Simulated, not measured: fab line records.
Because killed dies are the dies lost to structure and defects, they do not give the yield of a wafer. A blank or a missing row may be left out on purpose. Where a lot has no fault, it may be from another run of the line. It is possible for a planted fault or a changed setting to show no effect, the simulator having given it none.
fab line records ; flow nand-harc
record: lots: 11; wafers: 33; last-day: 25
route steps=1159 shown A_WL_FILL@824 A_CONTACT@851 END@1159
lots untouched by any fault: they come from a run of this same line in which no faults occurred
start-h: start of the lot's first displayed wafer, in hours after the record's first day ; wait-h: hours from the lot's prior step to this one ; " unchanged from the row above ; L1.1+2: a row that stands for several wafers ; - no value, or no start given ; * or withheld: withheld ; < > ~ a bound
route shown NAME@n: NAME is a module with steps in the file, n the number in the route of the first one ; usual: mean and standard deviation over wafers with no fault ; same: alike in all rows ; chamber/n: place in a boat ; sites: per-site readings ; _std_site: standard deviation across them ; _edge_site: mean of outer sites minus mean of inner sites ; radius-mm: for every site, how far away it sits from the centre of the wafer ; mask NAME#n: copy n ; behind: the last tool/chamber to shape the wafer ; hold: cause of the lot's hold/its duration in hours/its outcome ; device: the transistor (n, p or np) that didn't switch ; end of line: the same wafers' tests at the end of the route ; where a step has no rows: the recipe by itself ; killed: the dies lost at the first sort to structure and to defects; this is not the yield of the wafer ; map: a wafer's dies, marking killed ones x, the rest . and places with no die _
set.NAME: the setting the step ran with; set.NAME@STEP: the setting that earlier step ran with ; model.NAME: the simulator's own value behind a step, which no gauge read
route steps across a sampled set of lots; one table per step, one row per wafer
services: the hour from which a tool's chamber was out of use, counted from the record's first day as start-h (under 0 if before that day), plus the number of hours and why
== steps ==
step: NHARC_A_WL_FILL_STRIP_29
recipe: time-s: 20; o2-flow-sccm: 500; ar-flow-sccm: 0; bias-w: 0; chemistry: O2
usual: drypump-motor-current-A: 5.8/0.53; mfc-ar-sccm: 0.007/0.0094; oes-product-au: 0.997/0.0095; rf-vpp-V: 58.0/0.87; showerhead-plenum-p-Torr: 3.61/0.12; throttle-valve-pct: 17.037/0.0088
lot.wafer;tool;chamber;start-h;wait-h;drypump-motor-current-A;mfc-ar-sccm;oes-product-au;rf-hours-counter-h;rf-vpp-V;showerhead-plenum-p-Torr;throttle-valve-pct
L663.1;rie-diel-04;3;371.96;0.1;5.3;0;1.007;2.3;59.5;3.72;17.042
L663.3;rie-diel-04;0;371.96;0.1;6.0;0;1.013;1.9;56.8;3.46;17.030
L663.4;rie-diel-04;1;371.96;0.1;6.4;0.017;0.994;2.2;57.9;3.48;17.049
L670.2;rie-diel-04;0;380.94;0.1;6.1;0;0.995;2.1;57.2;3.46;17.052
L670.1;rie-diel-04;1;380.94;0.1;6.4;0.017;0.992;2.5;57.2;3.48;17.024
L670.4;rie-diel-04;3;380.94;0.1;5.3;0;0.990;2.5;59.2;3.72;17.038
L669.4;rie-diel-09;2;381.37;0.1;4.9;0;0.998;5.1;58.7;3.71;17.047
L669.5;rie-diel-09;0;381.37;0.1;6.4;0.014;0.997;-;57.0;3.64;17.033
L669.6;rie-diel-09;1;381.37;0.1;5.7;0;1.001;-;58.0;3.52;17.036
L672.4;rie-diel-09;3;411.89;0.1;6.6;0;1.010;6.1;56.9;3.31;17.039
L672.1;rie-diel-09;0;411.89;0.1;6.4;0.014;0.983;5.9;57.7;3.64;17.029
L672.5;rie-diel-09;3;411.89;0.1;6.6;0;1.010;-;58.4;3.31;17.024
L673.3;rie-diel-04;1;419.22;0.1;6.4;0.017;0.984;3.7;59.1;3.48;17.032
L673.1;rie-diel-04;0;419.22;0.1;6.1;0;1.002;3.4;57.7;3.46;17.030
L673.6;rie-diel-04;1;419.22;0.1;6.4;0.017;0.998;-;57.3;3.48;17.055
L679.1;rie-diel-08;3;450.37;0.1;6.3;0.008;0.989;8.9;56.9;3.60;17.030
L679.3;rie-diel-08;2;450.37;0.1;5.3;0.012;0.994;8.7;58.7;3.63;17.052
L679.6;rie-diel-08;3;450.37;0.1;6.3;0.008;0.990;-;58.3;3.60;17.035
L681.2;rie-diel-09;2;460.01;0.1;4.9;0;1.001;0.8;58.8;3.71;17.051
L681.5;rie-diel-09;3;460.01;0.1;6.5;0;1.010;-;55.6;3.31;17.031
L681.6;rie-diel-09;0;460.01;0.1;6.4;0.014;0.984;-;57.4;3.64;17.048
L680.4;rie-diel-08;2;460.02;0.1;5.3;0.012;1.002;8.8;57.9;3.63;17.037
L680.5;rie-diel-08;3;460.02;0.1;6.3;0.008;0.987;-;57.2;3.59;17.033
L680.6;rie-diel-08;0;460.02;0.1;5.5;0;1.000;-;58.7;3.75;17.035
L684.2;rie-diel-08;0;474.42;0.1;5.5;0;1.003;9.8;59.3;3.75;17.033
L684.1;rie-diel-08;1;474.42;0.1;5.8;0.029;1.001;10.0;58.9;3.65;17.025
L684.6;rie-diel-08;3;474.42;0.1;6.2;0.008;0.999;-;58.7;3.59;17.028
L685.4;rie-diel-08;2;475.40;0.1;5.3;0.012;0.991;10.1;58.9;3.62;17.033
L685.5;rie-diel-08;2;475.40;0.1;5.3;0.012;1.013;-;58.3;3.62;17.036
L685.6;rie-diel-08;3;475.40;0.1;6.3;0.008;1.003;-;57.8;3.59;17.043
L686.2;rie-diel-04;2;494.44;0.1;4.9;0;0.992;0.6;58.3;3.70;17.033
L686.6;rie-diel-04;0;494.44;0.1;6.1;0;0.995;-;58.0;3.46;17.026
L686.5;rie-diel-04;1;494.44;0.1;6.4;0.017;0.978;-;57.6;3.48;17.031
step: NHARC_A_WL_FILL_ETCHBACK_26
recipe: target-depth-a: 520; time-s: 13.3; hbr-flow-sccm: 150; rf-w: 350; icp-w: 350; bias-w: 60; chemistry: HBr
usual: drypump-motor-current-A: 5.9/0.4; oes-product-au: 0.999/0.01; throttle-valve-pct: 23.267/0.0093
lot.wafer;tool;chamber;start-h;wait-h;drypump-motor-current-A;oes-product-au;rf-hours-counter-h;throttle-valve-pct
L663.1;rie-si-02;0;377.47;0.4;5.9;1.002;1.0;23.241
L663.4;rie-si-02;1;377.47;0.4;6.4;1.001;1.0;23.266
L663.3;rie-si-02;2;377.47;0.4;6.1;1.018;1.0;23.272
L669.4;rie-si-01;2;386.43;0.4;5.5;0.991;0.4;23.274
L669.6;rie-si-01;2;386.43;0.4;5.5;0.999;-;23.262
L669.5;rie-si-01;3;386.43;0.4;5.2;0.981;-;23.284
L670.1;rie-si-02;0;386.44;0.4;5.9;1.010;1.1;23.271
L670.2;rie-si-02;1;386.44;0.4;6.4;1.001;1.1;23.274
L670.4;rie-si-02;2;386.44;0.4;6.0;1.010;1.1;23.277
L672.4;rie-si-01;0;417.37;0.4;6.1;1.000;0.9;23.262
L672.1;rie-si-01;2;417.37;0.4;5.5;0.982;0.7;23.260
L672.5;rie-si-01;0;417.37;0.4;6.1;0.992;-;23.263
L673.3;rie-si-02;1;424.72;0.4;6.4;1.015;0.2;23.256
L673.1;rie-si-02;0;424.72;0.4;5.9;1.016;0.2;23.275
L673.6;rie-si-02;1;424.72;0.4;6.4;1.024;-;23.259
L679.3;rie-si-03;2;455.53;0.4;5.2;0.985;0.9;23.264
L679.1;rie-si-03;1;455.53;0.4;5.3;0.990;0.7;23.260
L679.6;rie-si-03;2;455.53;0.4;5.2;0.984;-;23.254
L680.4;rie-si-03;0;465.50;0.4;6.3;0.999;0.8;23.275
L680.6;rie-si-03;0;465.50;0.4;6.3;0.998;-;23.271
L680.5;rie-si-03;1;465.50;0.4;5.3;1.000;-;23.277
L681.2;rie-si-02;0;465.52;0.4;5.9;1.006;0.6;23.261
L681.6;rie-si-02;2;465.52;0.4;6.0;1.015;-;23.284
L681.5;rie-si-02;3;465.52;0.4;5.8;0.994;-;23.272
L684.2;rie-si-02;3;479.90;0.4;5.7;0.989;0.7;23.283
L684.1;rie-si-02;2;479.90;0.4;6.0;1.009;0.7;23.270
L684.6;rie-si-02;2;479.90;0.4;6.0;1.008;-;23.268
L685.4;rie-si-03;2;479.91;0.4;5.2;0.984;1.2;23.267
L685.5;rie-si-03;1;479.91;0.4;5.3;0.992;-;23.257
L685.6;rie-si-03;2;479.91;0.4;5.2;0.990;-;23.261
L686.2;rie-si-02;1;499.65;0.4;6.4;1.008;0.8;23.272
L686.6;rie-si-02;1;499.65;0.4;6.4;1.016;-;23.281
L686.5;rie-si-02;2;499.65;0.4;6.0;0.997;-;23.271
step: NHARC_A_WL_FILL_ALD_19
recipe: target-thk-a: 20; pulse-time-s: 3; ald-cycles: 100; temp-c: 450; material: TiN
usual: heater-power-w: 1107/88; precursor-pulse-height-rel: 1.001/0.022
lot.wafer;tool;chamber;start-h;wait-h;heater-power-w;precursor-pulse-height-rel
L663.3;ald-metal-04;3;377.72;0.1;1201;1.017
L663.1;ald-metal-04;1;377.72;0.1;1056;1.002
L663.4;ald-metal-04;2;377.72;0.1;1196;0.989
L670.2;ald-metal-04;0;386.69;0.1;1075;0.999
L670.4;ald-metal-04;2;386.69;0.1;1156;1.019
L670.1;ald-metal-04;3;386.69;0.1;1223;1.030
L669.4;ald-metal-02;1;386.78;0.2;1142;1.013
L669.5;ald-metal-02;2;386.78;0.2;953;0.931
L669.6;ald-metal-02;3;386.78;0.2;1195;0.983
L672.4;ald-metal-01;3;417.65;0.1;1103;1.024
L672.1;ald-metal-01;1;417.65;0.1;1052;1.001
L672.5;ald-metal-01;3;417.65;0.1;1061;1.034
L673.3;ald-metal-04;3;425.01;0.1;1123;0.933
L673.1;ald-metal-04;1;425.01;0.1;1115;0.994
L673.6;ald-metal-04;3;425.01;0.1;1142;1.005
L679.3;ald-metal-04;2;455.80;0.1;1209;1.015
L679.1;ald-metal-04;0;455.80;0.1;1083;0.991
L679.6;ald-metal-04;3;455.80;0.1;1158;1.000
L680.4;ald-metal-04;2;465.77;0.1;1265;0.999
L680.6;ald-metal-04;2;465.77;0.1;1219;1.033
L680.5;ald-metal-04;3;465.77;0.1;1132;1.017
L681.2;ald-metal-02;3;465.79;0.1;1196;1.001
L681.6;ald-metal-02;2;465.79;0.1;969;1.011
L681.5;ald-metal-02;3;465.79;0.1;1189;0.991
L685.4;ald-metal-04;1;480.18;0.1;1108;1.030
L685.5;ald-metal-04;0;480.18;0.1;1112;1.011
L685.6;ald-metal-04;1;480.18;0.1;1109;1.019
L684.2;ald-metal-02;0;480.23;0.1;942;1.000
L684.1;ald-metal-02;1;480.23;0.1;1139;0.992
L684.6;ald-metal-02;3;480.23;0.1;1143;1.016
L686.2;ald-metal-02;2;499.98;0.2;982;1.023
L686.5;ald-metal-02;3;499.98;0.2;1160;1.026
L686.6;ald-metal-02;0;499.98;0.2;968;1.044
step: NHARC_A_CONTACT_EXPOSE_39
recipe: na: 1.35; sigma-outer: 0.8; dose-mj: 58.79; mask-id: A_CC_3
usual: exposure-dose-mJ-cm2: 58.78/0.056
lot.wafer;tool;chamber;start-h;wait-h;mask;exposure-dose-mJ-cm2
L663.1;arfi-scanner-03;0;388.79;-;A_CC_3#0;58.74
L663.3;arfi-scanner-03;0;388.79;-;A_CC_3#0;58.78
L663.4;arfi-scanner-03;0;388.79;-;A_CC_3#0;58.80
L670.1;arfi-scanner-03;0;401.51;-;A_CC_3#0;58.73
L670.2;arfi-scanner-03;0;401.51;-;A_CC_3#0;58.76
L670.4;arfi-scanner-03;0;401.51;-;A_CC_3#0;58.68
L669.4;arfi-scanner-02;0;405.83;-;A_CC_3#0;58.72
L669.5;arfi-scanner-02;0;405.83;-;A_CC_3#0;58.76
L669.6;arfi-scanner-02;0;405.83;-;A_CC_3#0;58.72
L672.1;arfi-scanner-01;0;426.81;-;A_CC_3#0;58.75
L672.4;arfi-scanner-01;0;426.81;-;A_CC_3#0;58.81
L672.5;arfi-scanner-01;0;426.81;-;A_CC_3#0;58.79
L673.1;arfi-scanner-01;0;437.00;-;A_CC_3#0;58.70
L673.3;arfi-scanner-01;0;437.00;-;A_CC_3#0;58.68
L673.6;arfi-scanner-01;0;437.00;-;A_CC_3#0;58.74
L679.1;arfi-scanner-03;0;468.75;-;A_CC_3#0;72.27
L679.3;arfi-scanner-03;0;468.75;-;A_CC_3#0;72.36
L679.6;arfi-scanner-03;0;468.75;-;A_CC_3#0;72.21
L680.4;arfi-scanner-03;0;474.81;-;A_CC_3#0;69.59
L680.5;arfi-scanner-03;0;474.81;-;A_CC_3#0;69.61
L680.6;arfi-scanner-03;0;474.81;-;A_CC_3#0;69.53
L681.2;arfi-scanner-03;0;475.23;-;A_CC_3#0;67.38
L681.5;arfi-scanner-03;0;475.23;-;A_CC_3#0;67.40
L681.6;arfi-scanner-03;0;475.23;-;A_CC_3#0;67.27
L685.4;arfi-scanner-02;0;496.18;-;A_CC_3#0;58.67
L685.5;arfi-scanner-02;0;496.18;-;A_CC_3#0;58.73
L685.6;arfi-scanner-02;0;496.18;-;A_CC_3#0;58.73
L684.1;arfi-scanner-02;0;500.15;-;A_CC_3#0;58.85
L684.2;arfi-scanner-02;0;500.15;-;A_CC_3#0;58.71
L684.6;arfi-scanner-02;0;500.15;-;A_CC_3#0;58.75
L686.2;arfi-scanner-01;0;510.06;-;A_CC_3#0;58.70
L686.5;arfi-scanner-01;0;510.06;-;A_CC_3#0;58.73
L686.6;arfi-scanner-01;0;510.06;-;A_CC_3#0;58.73
step: NHARC_A_CONTACT_CD_MEAS_42
recipe: target-cd-nm: 200; landing-energy-ev: 500
usual: cd-nm: 199.7/0.49
lot.wafer;tool;chamber;start-h;wait-h;hold;cd-nm
L663.1;cd-sem-02;0;388.93;-;-;200.2
L663.3;cd-sem-02;0;388.93;-;-;199.6
L663.4;cd-sem-02;0;388.93;-;-;199.5
L670.1;cd-sem-02;0;401.65;-;-;199.3
L670.2;cd-sem-02;0;401.65;-;-;199.1
L670.4;cd-sem-02;0;401.65;-;-;200.1
L669.4;cd-sem-02;0;405.96;-;-;199.4
L669.5;cd-sem-02;0;405.96;-;-;199.1
L669.6;cd-sem-02;0;405.96;-;-;199.1
L672.1;cd-sem-02;0;426.94;-;-;199.5
L672.4;cd-sem-02;0;426.94;-;-;199.7
L672.5;cd-sem-02;0;426.94;-;-;198.7
L673.1;cd-sem-02;0;437.14;-;-;200.0
L673.3;cd-sem-02;0;437.14;-;-;199.7
L673.6;cd-sem-02;0;437.14;-;-;199.4
L679.1;cd-sem-02;0;468.89;-;await-dispo/0.2h/release;210.6
L679.3;cd-sem-02;0;468.89;-;await-dispo/0.2h/release;210.1
L679.6;cd-sem-02;0;468.89;-;await-dispo/0.2h/release;210.4
L679.1;cd-sem-02;0;-;-;-;210.6
L679.3;cd-sem-02;0;-;-;-;210.3
L679.6;cd-sem-02;0;-;-;-;210.4
L680.4;cd-sem-03;0;474.95;-;await-dispo/0.2h/release;208.6
L680.5;cd-sem-03;0;474.95;-;await-dispo/0.2h/release;208.2
L680.6;cd-sem-03;0;474.95;-;await-dispo/0.2h/release;208.6
L680.4;cd-sem-03;0;-;-;-;208.5
L680.5;cd-sem-03;0;-;-;-;208.2
L680.6;cd-sem-03;0;-;-;-;208.8
L681.2;cd-sem-03;0;475.37;-;await-dispo/0.2h/release;207.0
L681.5;cd-sem-03;0;475.37;-;await-dispo/0.2h/release;207.7
L681.6;cd-sem-03;0;475.37;-;await-dispo/0.2h/release;206.3
L681.2;cd-sem-03;0;-;-;-;207.1
L681.5;cd-sem-03;0;-;-;-;207.5
L681.6;cd-sem-03;0;-;-;-;206.6
L685.4;cd-sem-02;0;496.31;-;-;200.6
L685.5;cd-sem-02;0;496.31;-;-;199.7
L685.6;cd-sem-02;0;496.31;-;-;200.2
L684.1;cd-sem-01;0;500.29;-;-;199.3
L684.2;cd-sem-01;0;500.29;-;-;199.4
L684.6;cd-sem-01;0;500.29;-;-;198.6
L686.2;cd-sem-03;0;510.20;-;-;199.8
L686.5;cd-sem-03;0;510.20;-;-;199.4
L686.6;cd-sem-03;0;510.20;-;-;199.8
step: NHARC_END_SORT_01
recipe: temp-c: 25
usual: killed-at-array: 29/11; killed-at-other: 0.5/0.8; killed-at-periphery: 3.5/2.8; killed-dies: 33/12; killed-open: 3.1/1.8; killed-short: 1.8/1.4
same: gross-dies: 677
lot.wafer;tool;chamber;start-h;wait-h;killed-at-array;killed-at-other;killed-at-periphery;killed-dies;killed-open;killed-short
L679.1;prober-02;0;542.63;2.5;34;0;6;40;11;3
L681.2;prober-01;0;571.61;2.8;31;1;3;35;7;4
L681.5;prober-01;0;574.02;3.7;16;2;2;20;3;1
L681.6;prober-01;0;574.83;4.0;21;0;3;24;3;4
killed by level:class
L679.1 A_CHANNEL_HOLE_D1:chamber-film-flake=16 A_STAIRCASE:chamber-film-flake=4 A_WL_FILL:geometric-particle:short=3 A_M0:geometric-particle:open=3 A_CONTACT:geometric-particle:open=2 P_GATE:geometric-particle:open=1 P_CONTACT:geometric-particle:open=1 P_M0:geometric-particle:open=1
L681.2 A_CHANNEL_HOLE_D1:chamber-film-flake=11 A_STAIRCASE:chamber-film-flake=8 A_CONTACT:chamber-film-flake=3 A_CONTACT:geometric-particle:open=2 P_GATE:geometric-particle:open=1 P_M0:geometric-particle:open=1 A_SOURCE_PLATE:geometric-particle:open=1 A_ONON_D1:geometric-particle:open=1
L681.5 A_CHANNEL_HOLE_D1:chamber-film-flake=5 A_CONTACT:chamber-film-flake=4 A_CONTACT:geometric-particle:open=2 A_ZERO_WELL:chamber-film-flake=2 A_STAIRCASE:chamber-film-flake=2 THIN_TSV:chamber-film-flake=2 P_CONTACT:geometric-particle:short=1 P_CONTACT:geometric-particle:open=1
L681.6 A_CHANNEL_HOLE_D1:chamber-film-flake=10 A_STAIRCASE:chamber-film-flake=6 P_CONTACT:geometric-particle:short=1 P_CONTACT:geometric-particle:open=1 P_M0:geometric-particle:open=1 A_ONON_D1:geometric-particle:short=1 A_CHANNEL_HOLE_D1:geometric-particle:short=1 A_CONTACT:geometric-particle:short=1
== services ==
tool;chamber;start-h;hours;kind
arfi-scanner-02;-;350.49;2.5;repair
ald-metal-04;1;354.63;19.8;repair
rie-diel-04;0;355.02;10.3;repair
ald-metal-02;-;364.00;10.0;pm
arfi-scanner-03;-;365.63;1.2;repair
ald-metal-04;-;367.26;3.1;repair
arfi-scanner-01;-;379.60;4.0;pm
rie-si-02;-;388.02;9.0;pm
arfi-scanner-01;-;395.60;0.5;repair
ald-metal-04;-;406.00;10.0;pm
arfi-scanner-01;-;417.89;3.3;repair
arfi-scanner-02;-;428.00;4.0;pm
rie-diel-09;-;431.13;9.0;pm
rie-diel-08;0;442.01;2.8;repair
rie-diel-04;0;445.48;3.4;repair
rie-si-03;-;448.19;1.3;repair
arfi-scanner-03;-;461.07;3.9;repair
rie-diel-04;-;465.90;9.0;pm
rie-si-02;0;473.22;8.7;repair
arfi-scanner-03;-;476.68;1.8;repair
rie-diel-08;-;478.80;9.0;pm
arfi-scanner-03;-;484.00;4.0;pm
rie-diel-04;-;494.56;0.9;repair
rie-si-03;3;505.72;3.5;repair
== key ==
first-sign: step: NHARC_A_CONTACT_EXPOSE_39; reading: exposure-dose-mJ-cm2; direction: up; sigmas: 99+; usual: 58.78; struck: 69.74
effect: step: NHARC_A_CONTACT_CD_MEAS_42; reading: visit; direction: added; through: control-loop
effect: step: NHARC_A_CONTACT_CD_MEAS_42; reading: cd-nm; direction: up; sigmas: 18; usual: 199.7; struck: 208.6; through: control-loop
met-at NHARC_A_CONTACT_EXPOSE_39
struck-lots L679,L680,L681
tester-left-out L679,L680,L681
loop-trim: step: NHARC_A_CONTACT_EXPOSE_39; setting: dose; lots: L680,L681
not-acting-at NHARC_A_WL_FILL_STRIP_29,NHARC_A_WL_FILL_ETCHBACK_26,NHARC_A_WL_FILL_ALD_19
onset-between 401.51 468.75
fault: kind: process-parameter-drift; tool: arfi-scanner-03; chamber: -; onset-h: 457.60; steps: NHARC_A_CONTACT_EXPOSE_39; channel: dose-mj; offset: 13.433; shape: step; acts-in: these-recipes-only; stated: 58.79
tester-left-out: of these lots the tester's yield and bins aren't shown, on N5 and GAA mostly nor the transistor test; their killed dies are dies lost to structure and defects alone, not to doping, threshold or leakage, so they don't give the yield
loop-trim: a control loop set the setting to another value than it would have without faults
